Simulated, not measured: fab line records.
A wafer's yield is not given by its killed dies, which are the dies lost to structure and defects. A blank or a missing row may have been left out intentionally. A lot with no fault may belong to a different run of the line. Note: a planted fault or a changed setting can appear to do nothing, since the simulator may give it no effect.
Which tool is to blame? :: flow n5 finfet :: 63 wafers sampled from 21 lots at 1 step of a route of 1938

## WHAT THE GAUGES SHOWED, per wafer
N5_SDB_INSPECT_36: inspects for defects (darkfield). Usual: raw defect count at 39, with a standard deviation of 18.
lot: L074
measured: day 3 21:55
on: defect inspect-02
raw defect count: 46 39 29
flag: 

lot: L075
measured: day 4 09:51
on: defect inspect-01
raw defect count: 80 28 11
flag: 

lot: L076
measured: day 4 14:32
on: defect inspect-02
raw defect count: 28 19 43
flag: 

lot: L077
measured: day 4 20:49
on: defect inspect-01
raw defect count: 33 21 32
flag: 

lot: L078
measured: day 4 21:08
on: defect inspect-02
raw defect count: 91 80 53
flag: 

lot: L080
measured: day 5 10:33
on: defect inspect-01
raw defect count: 28 14 43
flag: 

lot: L081
measured: day 5 16:29
on: defect inspect-02
raw defect count: 31 43 53
flag: 

lot: L082
measured: day 5 21:09
on: defect inspect-01
raw defect count: 56 49 107
flag: 

lot: L083
measured: day 6 07:44
on: defect inspect-02
raw defect count: 30 41 26
flag: 

lot: L084
measured: day 6 09:43
on: defect inspect-01
raw defect count: 15 28 29
flag: 

lot: L085
measured: day 6 16:22
on: defect inspect-01
raw defect count: 49 31 25
flag: 

lot: L086
measured: day 7 00:07
on: defect inspect-02
raw defect count: 14 22 11
flag: 

lot: L087
measured: day 7 02:22
on: defect inspect-02
raw defect count: 15 24 22
flag: 

lot: L088
measured: day 7 09:04
on: defect inspect-02
raw defect count: 65 28 71
flag: 

lot: L089
measured: day 7 18:06
on: defect inspect-02
raw defect count: 38 34 55
flag: 

lot: L090
measured: day 7 21:49
on: defect inspect-02
raw defect count: 57 39 48
flag: 

lot: L093
measured: day 8 14:34
on: defect inspect-02
raw defect count: 25 33 39
flag: 

lot: L094
measured: day 8 21:19
on: defect inspect-02
raw defect count: 79 41 62
flag: 

lot: L095
measured: day 9 01:02
on: defect inspect-02
raw defect count: 30 49 25
flag: 

lot: L096
measured: day 9 13:48
on: defect inspect-02
raw defect count: 28 27 27
flag: 

lot: L097
measured: day 9 19:40
on: defect inspect-02
raw defect count: 28 52 44
flag: 

## WHICH TOOL RAN EACH LOT (tool, then ch and the chambers of the sampled wafers, then the start)
The record shows no process step preceding these readings.

## WHAT THE TOOLS THEMSELVES READ (means of the sampled wafers that have a number; where no wafer has one, the mark that the record gives instead)
The record holds no such reading with a usual standard deviation.

## THE ANSWER, worked out from the rows above alone
Rule: take the mean of a lot's wafers that have a number; if it is more than 3 standard deviations from the usual mean, the lot is off. Also off: a lot with no number at a reading for which 4 or more lots have one. All remaining lots with rows at the step are treated as sound. Order of review: gauges by route order, followed by the tools' own readings, for which a lot's mean as printed above is used. At the first step where some lot is off, the reading lying furthest off is the one used; lots without a number count as furthest.
Nothing can be told from this: no lot is off at any reading shown.

## WHAT THE SIMULATOR HAD INSERTED
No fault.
